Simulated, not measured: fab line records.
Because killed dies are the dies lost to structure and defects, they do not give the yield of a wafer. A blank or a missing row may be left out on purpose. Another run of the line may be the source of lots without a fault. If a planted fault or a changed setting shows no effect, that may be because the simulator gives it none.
fab line records	flow nandHarc
record lots=6	wafers=16	lastDay=32
route steps=1302 shown A_BLC@1133 A_M0@1137 END@1302
lots that met no fault: taken from a fault-free run of the same line
startH: the number of hours between the record's first day and the start of the first shown wafer of the lot	waitH: hours since the lot's step before	" as in the row above	L1.1+2: a single row standing in for several wafers	- no value, or no start was given	* or withheld: withheld	< > ~ a bound
route shown NAME@n: a module of which the file shows steps, and the number in the route of the first	usual: mean/standard deviation of fault-free wafers	same: alike in all rows	chamber/n: place in a boat	sites: readings site by site	_std_site: their standard deviation	_edge_site: mean of outer sites minus mean of inner sites	radiusMm: for every site, how far away it sits from the centre of the wafer	mask NAME#n: copy n	behind: the last tool/chamber to shape the wafer	hold: what put the lot on hold/how long, in hours/how the hold closed	device: transistor that didn't switch, given as n, p or np	end of line: at the end of the route, the tests of the same wafers	a step without rows: its recipe alone	killed: dies lost to structure and defects at the first sort, not the wafer's yield	map: shows each die of a wafer: x if killed, . if not, _ if none is there
set.NAME: setting as actually run; set.NAME@STEP: the setting as run at that earlier step	model.NAME: the simulator's own value behind a step, which no gauge read
certain route steps with their lots: each step a table, each wafer a row
services: a tool's chamber out of use, with start hour (startH, from the record's first day; less than 0 if before it), hours out, and reason
## steps
# step NHARC_A_BLC_CMP_25
# recipe tOverpolishS=30	targetThkNm=150
# usual motorCurrentA=12.4/0.57	overpolishRunS=29.999/0.0089	timeToEndpointS=29.7/2.3
lot.wafer	tool	chamber	startH	waitH	motorCurrentA	overpolishRunS	timeToEndpointS
L357.3	cmp-03	3	520.89	0.3	12.0	30.006	31.1
L357.1	"	0	"	"	12.6	30.015	26.8
L357.6	"	2	"	"	12.2	30.005	26.8
L364.1	cmp-01	2	601.87	0.4	12.7	29.999	28.5
L364.4	"	3	"	"	12.3	30.006	34.8
L364.2	"	0	"	"	12.4	29.989	31.7
L366.1	cmp-01	1	602.74	0.4	12.0	30.003	29.9
L366.5	"	3	"	"	11.6	30.008	32.8
L365.1	cmp-03	1	603.87	0.4	12.0	30.002	29.3
L365.5	"	0	"	"	12.5	30.005	32.2
L376.3	cmp-03	3	717.39	0.4	12.0	30.014	29.2
L376.4	"	0	"	"	13.3	29.995	28.4
L376.6	"	1	"	"	12.3	29.998	27.4
L378.2	cmp-03	1	733.57	0.5	11.9	30.003	32.4
L378.1	"	2	"	"	12.1	30.008	28.1
L378.3	"	0	"	"	13.1	29.995	26.3
# step NHARC_A_BLC_SRD_27
# step NHARC_A_BLC_INSPECT_28
# usual rawDefectCount=532/130
lot.wafer	tool	chamber	startH	waitH	rawDefectCount
L357.1	defectInspect-02	-	521.24	0.1	308
L357.3	"	-	"	"	439
L357.6	"	-	"	"	315
L364.1	defectInspect-01	-	602.27	0.1	489
L364.2	"	-	"	"	479
L364.4	"	-	"	"	383
L366.1	defectInspect-01	-	603.09	0.1	444
L366.5	"	-	"	"	484
L365.1	defectInspect-02	-	604.25	0.1	443
L365.5	"	-	"	"	567
L376.3	defectInspect-01	-	717.77	0.1	530
L376.4	"	-	"	"	622
L376.6	"	-	"	"	567
L378.1	defectInspect-01	-	733.97	0.1	399
L378.2	"	-	"	"	405
L378.3	"	-	"	"	493
# step NHARC_A_M0_DEP_00
# recipe targetThkA=1500	targetThkNm=150	tempC=withheld	pressureTorr=5	flowSccm=200	rfW=600	material=SiOC
# step NHARC_A_M0_DEHYDRATE_01
# recipe tempC=150	timeS=120
# step NHARC_A_M0_HMDS_02
# recipe timeS=30
# step NHARC_A_M0_COAT_33
# recipe tempC=200	timeS=65
# step NHARC_A_M0_COAT_03
# recipe spinRpm=1500	resistThkNm=90
# step NHARC_A_M0_SOFTBAKE_04
# recipe tempC=105	timeS=55
# step NHARC_A_M0_EBR_05
# step NHARC_A_M0_EXPOSE_06
# recipe na=1.35	targetCdNm=80	doseMj=83.25	maskId=A_M0
# step NHARC_A_M0_PEB_07
# recipe pebTempC=100	pebTimeS=65
# usual plateTempC=100.00/0.14
lot.wafer	tool	chamber	startH	waitH	plateTempC
L357.1	lithoTrack-01	0	522.20	0.1	99.97
L357.3	"	0	"	"	100.13
L357.6	"	0	"	"	100.21
L364.1	lithoTrack-04	0	603.09	0.1	100.14
L364.2	"	0	"	"	99.94
L364.4	"	0	"	"	100.24
L366.1	lithoTrack-04	0	603.95	0.1	100.65
L366.5	"	0	"	"	100.76
L365.1	lithoTrack-04	0	612.19	0.1	100.68
L365.5	"	0	"	"	100.67
L376.3	lithoTrack-06	0	718.46	0.0	99.83
L376.4	"	0	"	"	100.11
L376.6	"	0	"	"	99.98
L378.1	lithoTrack-06	0	734.79	0.1	100.16
L378.2	"	0	"	"	100.15
L378.3	"	0	"	"	100.22
# step NHARC_A_M0_DEVELOP_08
# recipe developTimeS=35	devTempC=23
# step NHARC_A_M0_CD_MEAS_09
# recipe targetCdNm=80	landingEnergyEv=500
# usual cdNm=79.8/0.61
lot.wafer	tool	chamber	startH	waitH	hold	cdNm
L357.1	cdSem-03	0	522.28	-	-	79.0
L357.3	"	0	"	"	-	79.8
L357.6	"	0	"	"	-	80.1
L364.1	cdSem-02	0	603.17	-	-	79.7
L364.2	"	0	"	"	-	80.4
L364.4	"	0	"	"	-	80.0
L366.1	cdSem-02	0	604.03	-	-	82.0
L366.5	"	0	"	"	-	81.0
L365.1	cdSem-03	0	612.27	-	awaitDispo/0.2h/release	82.3
L365.5	"	0	"	"	awaitDispo/0.2h/release	82.8
L365.1	cdSem-03	0	-	-	-	82.2
L365.5	"	0	"	"	-	82.8
L376.3	cdSem-03	0	718.55	-	-	78.8
L376.4	"	0	"	"	-	78.7
L376.6	"	0	"	"	-	78.7
L378.1	cdSem-03	0	734.87	-	-	79.4
L378.2	"	0	"	"	-	79.3
L378.3	"	0	"	"	-	78.9
# step NHARC_A_M0_OVL_MEAS_10
# recipe pitchNm=160
# usual overlayXNm=-0.2/0.75	overlayYNm=-0.2/0.79
lot.wafer	tool	chamber	startH	waitH	hold	overlayXNm	overlayYNm
L357.1	overlay-02	-	522.37	-	-	0.2	0.1
L357.3	"	-	"	"	-	0.6	0.1
L357.6	"	-	"	"	-	0.3	-0.5
L364.1	overlay-01	-	603.26	-	-	0.1	1.3
L364.2	"	-	"	"	-	0.4	1.0
L364.4	"	-	"	"	-	0.4	0.8
L366.1	overlay-02	-	604.11	-	-	0.1	0.5
L366.5	"	-	"	"	-	-0.5	0.5
L365.1	overlay-01	-	614.32	-	awaitDispo/1.8h/release	-0.6	-0.4
L365.5	"	-	"	"	awaitDispo/1.8h/release	-0.4	-0.7
L376.3	overlay-02	-	718.63	-	-	0.4	-1.0
L376.4	"	-	"	"	-	0.2	-0.6
L376.6	"	-	"	"	-	0.3	-0.9
L378.1	overlay-01	-	734.96	-	-	0.0	-1.4
L378.2	"	-	"	"	-	0.2	-1.4
L378.3	"	-	"	"	-	-0.1	-1.7
# step NHARC_A_M0_INSPECT_11
# usual rawDefectCount=92/35
lot.wafer	tool	chamber	startH	waitH	rawDefectCount
L357.1	defectInspect-01	-	522.41	0.0	15
L357.3	"	-	"	"	20
L357.6	"	-	"	"	15
L364.1	defectInspect-02	-	603.29	0.0	91
L364.2	"	-	"	"	132
L364.4	"	-	"	"	103
L366.1	defectInspect-01	-	604.15	0.0	90
L366.5	"	-	"	"	73
L365.1	defectInspect-02	-	614.35	0.0	137
L365.5	"	-	"	"	110
L376.3	defectInspect-02	-	718.67	0.0	27
L376.4	"	-	"	"	34
L376.6	"	-	"	"	35
L378.1	defectInspect-01	-	735.00	0.0	91
L378.2	"	-	"	"	80
L378.3	"	-	"	"	104
# step NHARC_A_M0_DESCUM_14
# recipe timeS=3	o2FlowSccm=200	arFlowSccm=0	biasPowerW=0	chemistry=O2
# usual drypumpMotorCurrentA=5.6/0.51	mfcArSccm=0.007/0.012	oesProductAu=0.999/0.0081	rfVppV=58.0/0.9	showerheadPlenumPTorr=1.95/0.08	throttleValvePct=11.311/0.0092
# same biasPowerW=0
lot.wafer	tool	chamber	startH	waitH	drypumpMotorCurrentA	mfcArSccm	oesProductAu	rfHoursCounterH	rfVppV	showerheadPlenumPTorr	throttleValvePct	model.A_M0.cdNm
L357.1	rieDiel-01	0	522.48	0.1	5.0	0	1.000	6.9	57.9	2.02	11.307	79.43
L357.3	"	2	"	"	5.3	0	1.005	7.2	57.0	1.89	11.321	79.2
L357.6	"	0	"	"	5.0	0	0.988	-	56.9	2.02	11.318	80.13
L364.4	rieDiel-01	3	603.35	0.1	6.5	0.017	1.013	3.4	58.3	1.91	11.309	79.61
L364.1	"	0	"	"	5.0	0	1.002	3.7	58.8	2.02	11.316	79.67
L364.2	"	1	"	"	5.4	0	1.001	3.5	57.6	2.05	11.304	80.39
L366.1	rieDiel-01	3	604.22	0.1	6.5	0.017	1.000	3.4	56.7	1.90	11.323	82.19
L366.5	"	3	"	"	6.5	0.017	1.007	-	59.4	1.90	11.298	81.09
L365.1	rieDiel-13	0	614.44	0.1	6.0	0	0.990	4.2	55.9	1.92	11.291	82.17
L365.5	"	3	"	"	5.1	0.007	0.991	-	59.5	2.06	11.312	83.24
L376.4	rieDiel-01	3	718.74	0.1	6.5	0.017	1.011	8.1	57.8	1.90	11.303	78.5
L376.3	"	0	"	"	5.0	0	0.999	8.3	58.0	2.02	11.306	78.9
L376.6	"	3	"	"	6.5	0.017	1.010	-	59.0	1.90	11.305	78.7
L378.2	rieDiel-13	3	735.06	0.1	5.1	0.007	1.000	2.0	59.2	2.06	11.302	79.15
L378.1	"	0	"	"	6.1	0	0.996	2.4	57.2	1.92	11.311	79.23
L378.3	"	2	"	"	5.0	0.039	1.005	1.9	58.6	1.88	11.307	78.66
# step NHARC_A_M0_ETCH_34
# recipe targetDepthA=400	overetchA=120	timeS=43.94	ionEnergyEv=200	n2FlowSccm=150	h2FlowSccm=150	arFlowSccm=0	rfW=400	biasW=150	chemistry=N2/H2
# usual drypumpMotorCurrentA=5.6/0.51	mfcArSccm=0.008/0.013	oesProductAu=0.999/0.0079	rfVppV=431.7/2.8	showerheadPlenumPTorr=2.08/0.09	throttleValvePct=14.170/0.0095
lot.wafer	tool	chamber	startH	waitH	drypumpMotorCurrentA	mfcArSccm	oesProductAu	rfHoursCounterH	rfVppV	showerheadPlenumPTorr	throttleValvePct
L357.3	rieDiel-01	1	522.56	0.1	5.5	0	0.998	6.5	434.6	2.19	14.174
L357.1	"	3	"	"	6.5	0.017	0.997	7.9	430.0	2.03	14.172
L357.6	"	1	"	"	5.4	0	1.004	-	436.1	2.19	14.169
L364.4	rieDiel-01	2	603.45	0.1	5.3	0	0.991	2.0	429.9	2.02	14.174
L364.2	"	3	"	"	6.5	0.017	1.007	3.4	429.5	2.03	14.158
L364.1	"	0	"	"	5.0	0	0.998	3.7	433.5	2.15	14.195
L366.1	rieDiel-01	2	604.30	0.1	5.3	0	1.006	2.0	430.3	2.02	14.156
L366.5	"	2	"	"	5.3	0	1.000	-	430.4	2.02	14.156
L365.1	rieDiel-13	0	614.53	0.1	6.1	0	0.982	4.2	428.2	2.05	14.156
L365.5	"	3	"	"	5.1	0.007	0.999	-	435.5	2.20	14.167
L376.3	rieDiel-01	0	718.82	0.1	5.0	0	0.996	8.4	434.8	2.15	14.159
L376.4	"	1	"	"	5.4	0	1.001	9.5	433.9	2.18	14.178
L376.6	"	3	"	"	6.5	0.017	1.000	-	429.6	2.03	14.180
L378.3	rieDiel-13	2	735.14	0.1	4.9	0.039	0.998	1.9	429.9	2.01	14.180
L378.1	"	0	"	"	6.1	0	0.992	2.4	430.0	2.04	14.164
L378.2	"	1	"	"	6.1	0	1.004	2.2	435.2	2.20	14.167
# step NHARC_A_M0_ETCH_15
# recipe targetDepthA=1500	overetchA=150	timeS=82.5	c4f8FlowSccm=withheld	arFlowSccm=400	rfW=600	biasW=300	chemistry=C4F8/Ar
# usual oesProductAu=0.953/0.022	rfVppV=442.0/2.4
lot.wafer	tool	chamber	startH	waitH	oesProductAu	rfHoursCounterH	rfVppV	model.A_M0.cdNm
L357.1	rieDiel-01	0	-	-	0.921	7.0	443.7	79.63
L357.3	"	1	"	"	0.913	6.5	444.0	79.3
L357.6	"	3	"	"	0.926	-	441.4	80.14
L364.2	rieDiel-01	3	-	-	0.965	3.4	440.4	80.59
L364.1	"	0	"	"	0.964	3.7	442.7	79.62
L364.4	"	2	"	"	0.979	2.0	441.1	79.7
L366.1	rieDiel-01	2	-	-	0.971	2.0	439.0	82.17
L366.5	"	0	"	"	0.974	-	445.0	81.36
L365.1	rieDiel-13	3	-	-	0.963	4.2	445.7	82.2
L365.5	"	1	"	"	0.960	-	445.6	83.17
L376.3	rieDiel-01	3	-	-	0.939	8.1	440.5	79.12
L376.4	"	0	"	"	0.940	8.4	443.4	78.37
L376.6	"	3	"	"	0.934	-	439.2	78.94
L378.3	rieDiel-13	3	-	-	0.965	2.1	444.4	78.52
L378.1	"	0	"	"	0.952	2.4	441.6	79.15
L378.2	"	1	"	"	0.988	2.3	444.6	78.92
# step NHARC_A_M0_CD_MEAS_16
# usual cdNm=79.6/0.65
lot.wafer	tool	chamber	startH	waitH	hold	cdNm
L357.1	cdSem-03	-	522.76	-	-	79.8
L357.3	"	-	"	"	-	79.5
L357.6	"	-	"	"	-	80.3
L364.1	cdSem-01	-	603.65	-	-	79.4
L364.2	"	-	"	"	-	80.6
L364.4	"	-	"	"	-	80.0
L366.1	cdSem-02	-	604.51	-	awaitDispo/0.2h/release	81.9
L366.5	"	-	"	"	awaitDispo/0.2h/release	81.4
L366.1	cdSem-02	-	604.70	0.2	-	82.0
L366.5	"	-	"	"	-	81.6
L365.1	cdSem-02	-	614.76	-	awaitDispo/0.2h/release	82.0
L365.5	"	-	"	"	awaitDispo/0.2h/release	83.3
L365.1	cdSem-02	-	614.95	0.2	-	82.3
L365.5	"	-	"	"	-	82.9
L376.3	cdSem-02	-	719.03	-	-	79.1
L376.4	"	-	"	"	-	78.7
L376.6	"	-	"	"	-	79.0
L378.1	cdSem-01	-	735.35	-	-	79.2
L378.2	"	-	"	"	-	78.9
L378.3	"	-	"	"	-	78.5
# step NHARC_END_SORT_01
# recipe tempC=25
# usual defectLimitedYield=90.6/2.7	killedAtArray=59/19	killedAtOther=0.6/0.85	killedAtPeriphery=3.8/2.5	killedDies=64/19	killedOpen=3.3/1.8	killedShort=2.2/1.6
# same grossDies=677
lot.wafer	tool	chamber	startH	waitH	defectLimitedYield[%]	killedAtArray	killedAtOther	killedAtPeriphery	killedDies	killedOpen	killedShort
L357.1	prober-02	0	565.02	2.5	96.6	16	1	6	23	4	2
L357.3	prober-02	0	566.61	3.1	96.3	17	3	5	25	3	2
L357.6	prober-02	0	569.01	4.0	96.2	16	3	7	26	3	0
L366.1	prober-02	0	644.58	2.5	90.8	57	1	4	62	1	1
L366.5	prober-02	0	647.79	3.7	92.0	52	1	1	54	1	3
L365.1	prober-01	0	677.37	2.5	85.4	98	0	1	99	3	0
L365.5	prober-01	0	680.56	3.7	86.3	89	0	4	93	3	1
# killed by level:class
L357.1 A_CHANNEL_HOLE_D1:chamberFilmFlake=4 A_CHANNEL_HOLE_D2:chamberFilmFlake=4 P_ZERO_WELL:chamberFilmFlake=2 P_GATE:chamberFilmFlake=2 P_CONTACT:geometricParticle:open=1 P_M1:geometricParticle:open=1 A_CHANNEL_FILL_D1:geometricParticle:short=1 A_DECK1_JOINT:geometricParticle:short=1
L357.3 A_CHANNEL_HOLE_D2:chamberFilmFlake=8 THIN_TSV:chamberFilmFlake=3 P_STI:chamberFilmFlake=2 A_CHANNEL_HOLE_D1:chamberFilmFlake=2 P_CONTACT:geometricParticle:open=1 P_M0:geometricParticle:short=1 A_CHANNEL_FILL_D1:geometricParticle:short=1 A_WL_FILL:geometricParticle:open=1
L357.6 A_CHANNEL_HOLE_D2:chamberFilmFlake=5 P_ZERO_WELL:chamberFilmFlake=4 A_WL_FILL:chamberFilmFlake=3 THIN_TSV:chamberFilmFlake=3 A_CONTACT:chamberFilmFlake=2 P_CONTACT:geometricParticle:open=1 A_ONON_D1:geometricParticle:open=1 A_CHANNEL_FILL_D1:geometricParticle:open=1
L366.1 A_SLIT:chamberFilmFlake=35 A_CHANNEL_HOLE_D2:chamberFilmFlake=6 A_CHANNEL_HOLE_D1:chamberFilmFlake=5 A_WL_FILL:chamberFilmFlake=4 P_ZERO_WELL:chamberFilmFlake=3 A_ZERO_WELL:chamberFilmFlake=2 A_CHANNEL_FILL_D1:chamberFilmFlake=2 A_DECK1_JOINT:geometricParticle:open=1
L366.5 A_SLIT:chamberFilmFlake=25 A_CHANNEL_HOLE_D2:chamberFilmFlake=9 A_CHANNEL_HOLE_D1:chamberFilmFlake=7 A_CHANNEL_FILL_D1:geometricParticle:short=3 A_STAIRCASE:chamberFilmFlake=2 A_CHANNEL_FILL_D1:chamberFilmFlake=2 A_WL_FILL:chamberFilmFlake=2 A_SGD_CUT:geometricParticle:open=1
L365.1 A_CHANNEL_HOLE_D1:chamberFilmFlake=41 A_SLIT:chamberFilmFlake=31 A_CHANNEL_HOLE_D2:chamberFilmFlake=10 A_BONDPAD:chamberFilmFlake=6 A_CONTACT:chamberFilmFlake=5 A_CHANNEL_FILL_D2:geometricParticle:open=2 A_SOURCE_PLATE:geometricParticle:open=1 P_ZERO_WELL:chamberFilmFlake=1
L365.5 A_CHANNEL_HOLE_D1:chamberFilmFlake=40 A_SLIT:chamberFilmFlake=23 A_CHANNEL_HOLE_D2:chamberFilmFlake=10 A_CONTACT:chamberFilmFlake=5 P_GATE:chamberFilmFlake=4 A_BONDPAD:chamberFilmFlake=4 A_ONON_D1:geometricParticle:open=1 A_CHANNEL_FILL_D2:geometricParticle:open=1
## services
tool	chamber	startH	hours	kind
rieDiel-13	1	509.19	7.9	repair
rieDiel-01	0	513.02	4.2	repair
rieDiel-13	-	519.00	9.0	pm
rieDiel-01	2	523.54	8.7	repair
lithoTrack-06	-	529.00	7.0	pm
cmp-03	-	540.96	0.5	repair
lithoTrack-04	-	553.00	7.0	pm
cmp-03	-	554.00	4.0	pm
rieDiel-01	-	557.85	9.0	pm
cmp-03	-	571.65	4.2	repair
rieDiel-01	2	579.14	7.3	repair
rieDiel-01	3	583.66	1.8	repair
rieDiel-01	2	586.86	3.6	repair
rieDiel-01	-	589.96	0.2	repair
rieDiel-13	2	611.43	3.1	repair
cmp-03	-	623.95	6.7	repair
rieDiel-01	0	631.76	10.5	repair
rieDiel-13	1	639.10	10.3	repair
cmp-03	-	652.00	4.0	pm
rieDiel-01	3	682.00	4.3	repair
rieDiel-13	-	696.02	9.0	pm
lithoTrack-06	-	704.00	7.0	pm
lithoTrack-04	-	728.00	7.0	pm
rieDiel-01	-	734.85	9.0	pm
## key
firstSign step=NHARC_A_M0_PEB_07	reading=plateTempC	direction=up	sigmas=4.8	usual=*	struck=*
effect step=NHARC_A_M0_CD_MEAS_09	reading=visit	direction=added
effect step=NHARC_A_M0_CD_MEAS_16	reading=visit	direction=added
modelEffect step=NHARC_A_M0_DESCUM_14	value=A_M0.cdNm	without=80.31	struck=82.17
modelEffect step=NHARC_A_M0_ETCH_15	value=A_M0.cdNm	without=80.36	struck=82.23
metAt NHARC_A_M0_PEB_07
struckWafers L365.1,L365.5,L366.1,L366.5
onsetBetween 603.09 603.95
fault kind=processParameterDrift	tool=lithoTrack-04	chamber=-	onsetH=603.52	steps=NHARC_A_M0_PEB_07	channel=pebTempC	offset=*	shape=step	endH=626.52	actsIn=*	stated=*
